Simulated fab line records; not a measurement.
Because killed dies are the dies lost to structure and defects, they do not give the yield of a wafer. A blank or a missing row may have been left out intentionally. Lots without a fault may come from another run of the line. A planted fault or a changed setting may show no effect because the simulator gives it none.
fab line records | flow n5_finfet
[record] lots = 10 wafers = 30 last_day = 18
route steps=1938 shown BEOL_M4@1022
lots that met no fault: taken from a fault-free run of the same line
start_h: the number of hours between the record's first day and the start of the first shown wafer of the lot | wait_h: hours from the lot's prior step to this one | " unchanged from the row above | L1.1+2: a row that stands for several wafers | - either no value or no given start | * or withheld: withheld | < > ~ a bound
route shown NAME@n: NAME is a module with steps in the file, n the number in the route of the first one | usual: mean/standard deviation of fault-free wafers | same: alike in all rows | chamber/n: place in a boat | sites: readings site by site | _std_site: the standard deviation of these | _edge_site: outer sites' mean less inner sites' | radius_mm: for every site, how far away it sits from the centre of the wafer | mask NAME#n: copy n | behind: the last tool/chamber to shape the wafer | hold: why the lot went on hold/how many hours it stayed there/how the hold came to an end | device: whichever transistor did not switch (one of n, p or np) | end of line: at the end of the route, the tests of the same wafers | a step given without rows: its recipe and nothing more | killed: at the first sort, the dies lost to defects and structure; wafer yield is something else | map: a wafer's dies, marking killed ones x, the rest . and places with no die _
set.NAME: the setting the step ran with; set.NAME@STEP: the setting that earlier step ran with | model.NAME: the simulator's own value behind a step, which no gauge read
route steps across a sampled set of lots; one table per step, one row per wafer
services: when a tool's chamber went out of use (start_h, in hours from the record's first day, below 0 if earlier), for how many hours, and the reason
[[steps]]
[step N5_BEOL_M4_THK_MEAS_01]
[recipe] reads = SiOC_of_BEOL_M4_ILD_DEP_00
[usual] M4_ILD_THK = 78.6/0.97
// columns lot.wafer tool chamber start_h wait_h M4_ILD_THK[nm]
L593.1 film_metro-01 - 158.43 0.0 78.0
L593.4 " - " " 79.8
L593.5 " - " " 78.5
L595.2 film_metro-02 - 171.63 0.1 77.2
L595.5 " - " " 78.8
L595.6 " - " " 77.5
L598.3 film_metro-01 - 196.30 0.1 78.3
L598.5 " - " " 78.0
L598.6 " - " " 78.6
L599.1 film_metro-01 - 209.13 0.0 78.0
L599.3 " - " " 76.8
L599.5 " - " " 79.1
L601.2 film_metro-02 - 212.49 0.1 77.9
L601.5 " - " " 78.1
L601.6 " - " " 79.2
L609.2 film_metro-01 - 260.40 0.1 78.1
L609.4 " - " " 78.4
L609.5 " - " " 79.4
L611.1 film_metro-01 - 264.99 0.0 77.5
L611.3 " - " " 78.0
L611.6 " - " " 79.3
L612.2 film_metro-01 - 285.64 0.1 78.9
L612.3 " - " " 78.9
L612.5 " - " " 79.4
L615.1 film_metro-02 - 292.69 0.0 78.3
L615.2 " - " " 79.6
L615.3 " - " " 78.2
L614.3 film_metro-01 - 300.52 0.1 78.5
L614.4 " - " " 80.1
L614.5 " - " " 79.0
[step N5_BEOL_M4_PECVD_72]
[recipe] material = SiO2 target_thk_a = 160 temp_c = 400 precursor = TEOS/O2 pressure_torr = 5.5 rf_w = 450 teos_flow_sccm = 53.8 gas = O2 flow_sccm = 3000 time_s = 18
[usual] heater_power_w = 725/97 showerhead_plenum_p_Torr = 8.77/0.042 throttle_valve_pct = 22.8/1.3
[same] time_s = 18
// columns lot.wafer tool chamber start_h wait_h heater_power_w showerhead_plenum_p_Torr since_wet_clean_h throttle_valve_pct
L593.1 pecvd-04 1 158.47 0.0 618 8.72 1587 23.2
L593.4 " 2 " " 721 8.82 - 21.1
L593.5 " 1 " " 612 8.72 - 23.3
L595.2 pecvd-02 0 171.66 0.0 843 8.79 1238 22.8
L595.5 " 0 " " 856 8.81 - 22.9
L595.6 " 2 " " 608 8.81 - 21.1
L598.3 pecvd-01 0 196.34 0.0 699 8.77 719 24.4
L598.5 " 0 " " 709 8.76 - 24.2
L598.6 " 1 " " 645 8.74 - 23.4
L599.1 pecvd-01 1 209.17 0.0 711 8.74 1457 23.5
L599.3 " 0 " " 761 8.73 - 24.7
L599.5 " 1 " " 693 8.73 - 23.6
L601.2 pecvd-04 2 212.53 0.0 738 8.81 162 21.0
L601.5 " 1 " " 688 8.72 - 23.1
L601.6 " 0 " " 810 8.81 - 23.2
L609.2 pecvd-01 1 260.44 0.0 698 8.76 1508 23.6
L609.4 " 1 " " 571 8.76 - 23.7
L609.5 " 0 " " 772 8.76 - 24.5
L611.1 pecvd-02 2 265.02 0.0 708 8.82 550 21.0
L611.3 " 1 " " 625 8.73 2056 21.5
L611.6 " 1 " " 609 8.74 - 21.3
L612.2 pecvd-02 2 285.68 0.0 707 8.82 571 21.6
L612.3 " 1 " " 603 8.72 2077 21.6
L612.5 " 2 " " 709 8.82 - 21.0
L615.1 pecvd-01 0 292.73 0.0 740 8.74 815 25.1
L615.2 " 2 " " 754 8.82 61 21.8
L615.3 " 1 " " 655 8.75 1540 23.2
L614.3 pecvd-02 0 300.56 0.0 844 8.80 1367 22.9
L614.4 " 1 " " 573 8.73 - 21.6
L614.5 " 0 " " 887 8.81 - 22.7
[step N5_BEOL_M4_COAT_73]
[recipe] resist = underlayer temp_c = 205 time_s = 60 spin_rpm = 1500 resist_thk_nm = 5
[usual] dispense_pressure_kPa = 46/3.4 resist_line_temp_C = 23.02/0.12 spin_speed_rpm = 1500.0/1.1
[same] time_s = 60
// columns lot.wafer tool chamber start_h wait_h dispense_pressure_kPa resist_line_temp_C spin_speed_rpm
L593.1 litho_track-05 0 159.95 - 41 23.18 1500.2
L593.4 " 0 " " 41 23.17 1502.6
L593.5 " 0 " " 41 23.29 1500.9
L595.2 litho_track-05 0 172.20 - 41 23.06 1501.9
L595.5 " 0 " " 41 22.88 1500.1
L595.6 " 0 " " 41 22.96 1498.7
L598.3 litho_track-01 0 198.51 - 48 23.00 1499.5
L598.5 " 0 " " 48 22.94 1497.2
L598.6 " 0 " " 48 23.15 1499.4
L599.1 litho_track-05 0 211.19 - 41 23.02 1454.9
L599.3 " 0 " " 41 23.01 1455.1
L599.5 " 0 " " 41 23.06 1456.7
L601.2 litho_track-05 0 214.43 - 41 23.04 1456.4
L601.5 " 0 " " 41 22.89 1456.9
L601.6 " 0 " " 41 22.80 1456.2
L609.2 litho_track-04 0 261.09 - 49 23.06 1498.6
L609.4 " 0 " " 49 23.08 1500.3
L609.5 " 0 " " 49 23.18 1500.8
L611.1 litho_track-01 0 266.57 - 48 23.10 1499.7
L611.3 " 0 " " 48 23.15 1498.3
L611.6 " 0 " " 48 23.10 1499.4
L612.2 litho_track-01 0 287.69 - 48 23.10 1500.7
L612.3 " 0 " " 48 22.99 1499.8
L612.5 " 0 " " 48 22.98 1499.0
L615.1 litho_track-05 0 295.29 - 42 23.09 1499.9
L615.2 " 0 " " 42 23.04 1498.0
L615.3 " 0 " " 42 23.08 1499.2
L614.3 litho_track-01 0 301.97 - 48 23.08 1500.4
L614.4 " 0 " " 48 23.02 1499.5
L614.5 " 0 " " 48 22.97 1500.7
[step N5_BEOL_M4_CD_MEAS_11]
[recipe] target_cd_nm = 16.79 landing_energy_ev = 500 detector = se_inlens polarity = opening
[usual] cd_nm = 16.83/0.23
// columns lot.wafer tool chamber start_h wait_h cd_nm
L593.1 cd_sem-01 0 160.21 - 16.86
L593.4 " 0 " " 16.83
L593.5 " 0 " " 16.92
L595.2 cd_sem-01 0 172.59 - 16.82
L595.5 " 0 " " 16.69
L595.6 " 0 " " 16.92
L598.3 cd_sem-02 0 198.90 - 16.70
L598.5 " 0 " " 16.73
L598.6 " 0 " " 16.53
L599.1 cd_sem-03 0 211.46 - 16.56
L599.3 " 0 " " 16.55
L599.5 " 0 " " 17.06
L601.2 cd_sem-01 0 214.69 - 17.15
L601.5 " 0 " " 16.84
L601.6 " 0 " " 16.97
L609.2 cd_sem-01 0 261.48 - 17.04
L609.4 " 0 " " 16.63
L609.5 " 0 " " 16.21
L611.1 cd_sem-03 0 266.95 - 16.85
L611.3 " 0 " " 17.22
L611.6 " 0 " " 16.82
L612.2 cd_sem-03 0 287.96 - 16.95
L612.3 " 0 " " 16.83
L612.5 " 0 " " 17.08
L615.1 cd_sem-01 0 295.56 - 16.70
L615.2 " 0 " " 16.76
L615.3 " 0 " " 16.58
L614.3 cd_sem-03 0 302.23 - 17.19
L614.4 " 0 " " 17.02
L614.5 " 0 " " 16.55
[step N5_BEOL_M4_RC_MEAS_101]
[usual] DIBL_N = 36.4/1.3 DIBL_P = 36.5/1.7 IOFF_N = 0.154/0.022 IOFF_P = 0.202/0.025 ION_N = 671/9.8 ION_P = 460/6.8 SS_N = 71.6/0.54 SS_P = 73.4/0.58 VT_N = 250.9/2.8 VT_P = -251.4/2.7
// columns lot.wafer tool chamber start_h wait_h DIBL_N[mV/V] DIBL_P[mV/V] IOFF_N[nA/um] IOFF_P[nA/um] ION_N[uA/um] ION_P[uA/um] SS_N[mV/dec] SS_P[mV/dec] VT_N[mV] VT_P[mV]
L593.1 prober-02 0 172.44 0.0 37.2 35.9 0.159 0.181 682 449 73.0 73.1 252.0 -252.2
L593.4 " 0 " " 34.8 33.7 0.124 0.161 668 458 71.3 73.1 255.4 -252.7
L593.5 " 0 " " 37.4 36.4 0.168 0.194 674 452 72.1 72.9 250.2 -252.2
L595.2 prober-02 0 182.20 0.2 39.3 38.5 0.174 0.185 669 447 72.4 74.5 252.2 -256.8
L595.5 " 0 " " 36.8 36.2 0.132 0.155 662 446 71.7 72.9 253.1 -256.9
L595.6 " 0 " " 35.7 34.4 0.116 0.142 657 444 71.4 73.5 258.6 -256.9
L598.3 prober-02 0 205.12 0.3 37.8 37.6 0.182 0.234 680 470 71.4 73.9 247.4 -247.5
L598.5 " 0 " " 36.2 35.6 0.152 0.199 684 466 70.8 73.4 249.2 -249.2
L598.6 " 0 " " 36.0 35.5 0.147 0.197 681 466 71.3 73.8 248.4 -248.3
L599.1 prober-02 0 220.06 0.0 35.0 35.0 0.147 0.186 666 460 71.6 73.4 252.3 -252.5
L599.3 " 0 " " 35.8 36.2 0.169 0.206 679 465 71.2 73.2 249.0 -253.1
L599.5 " 0 " " 35.1 34.2 0.147 0.174 666 449 71.5 73.8 252.8 -252.6
L601.2 prober-01 0 224.39 0.2 36.8 37.6 0.163 0.205 674 460 71.6 73.1 249.0 -249.7
L601.5 " 0 " " 34.7 35.0 0.129 0.174 655 453 71.5 73.2 253.7 -253.0
L601.6 " 0 " " 35.9 36.6 0.149 0.195 672 467 71.7 73.2 250.0 -250.1
L609.2 prober-01 0 268.42 0.2 34.8 34.5 0.125 0.172 655 449 71.9 72.9 256.1 -255.7
L609.4 " 0 " " 35.5 35.5 0.136 0.194 660 458 71.4 73.9 254.0 -254.8
L609.5 " 0 " " 36.8 36.3 0.145 0.209 659 458 71.2 73.0 250.3 -253.4
L611.1 prober-01 0 282.60 0.0 35.8 35.5 0.135 0.225 662 466 70.9 73.0 253.4 -250.0
L611.3 " 0 " " 38.0 37.1 0.161 0.260 656 461 72.7 73.9 249.9 -247.8
L611.6 " 0 " " 36.2 35.9 0.139 0.243 655 458 71.7 73.3 252.5 -245.9
L612.2 prober-01 0 295.86 0.2 37.1 35.6 0.163 0.198 661 449 71.9 73.7 250.8 -252.9
L612.3 " 0 " " 37.6 37.3 0.188 0.241 676 463 71.9 74.4 244.2 -245.9
L612.5 " 0 " " 37.2 37.7 0.193 0.248 687 469 71.4 73.6 246.1 -245.7
L615.1 prober-01 0 305.59 0.0 36.1 37.4 0.157 0.192 677 453 71.5 73.3 247.4 -252.0
L615.2 " 0 " " 37.4 38.9 0.189 0.220 685 465 71.6 74.2 245.6 -250.3
L615.3 " 0 " " 37.3 38.9 0.187 0.211 669 455 71.8 73.7 248.7 -251.6
L614.3 prober-01 0 310.98 0.3 34.7 34.7 0.130 0.191 662 459 71.6 72.5 253.3 -251.2
L614.4 " 0 " " 35.0 35.3 0.134 0.199 679 466 70.6 72.7 251.0 -248.1
L614.5 " 0 " " 35.2 36.0 0.145 0.215 672 464 71.2 72.4 250.8 -249.1
[[services]]
// columns tool chamber start_h hours kind
pecvd-01 - 137.43 2.8 pm
pecvd-02 1 145.49 5.5 scheduled_down
litho_track-04 - 167.82 - consumable_replace:filter
pecvd-02 1 199.43 5.5 scheduled_down
pecvd-02 - 201.61 23.4 repair
pecvd-01 2 202.42 - clean
pecvd-01 2 202.42 - consumable_replace:showerhead
pecvd-01 2 202.42 29.0 scheduled_down
pecvd-01 2 202.42 29.0 vent_cycle
pecvd-04 1 220.00 2.1 scheduled_down
pecvd-01 - 240.01 0.7 repair
pecvd-04 2 241.44 2.1 scheduled_down
pecvd-02 - 256.26 0.7 repair
pecvd-01 1 275.40 12.4 repair
[[key]]
[first_sign] step = N5_BEOL_M4_COAT_73 reading = spin_speed_rpm direction = down sigmas = 40 usual = * struck = *
effect none on later readings
met_at N5_BEOL_M4_COAT_73
struck_lots L599,L601
not_acting_at N5_BEOL_M4_THK_MEAS_01,N5_BEOL_M4_PECVD_72,N5_BEOL_M4_CD_MEAS_11
onset_between 172.20 211.19
[fault] kind = process_parameter_drift tool = litho_track-05 chamber = - onset_h = 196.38 steps = N5_BEOL_M4_COAT_73 channel = spin_rpm offset = * shape = step end_h = 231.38 acts_in = * stated = *
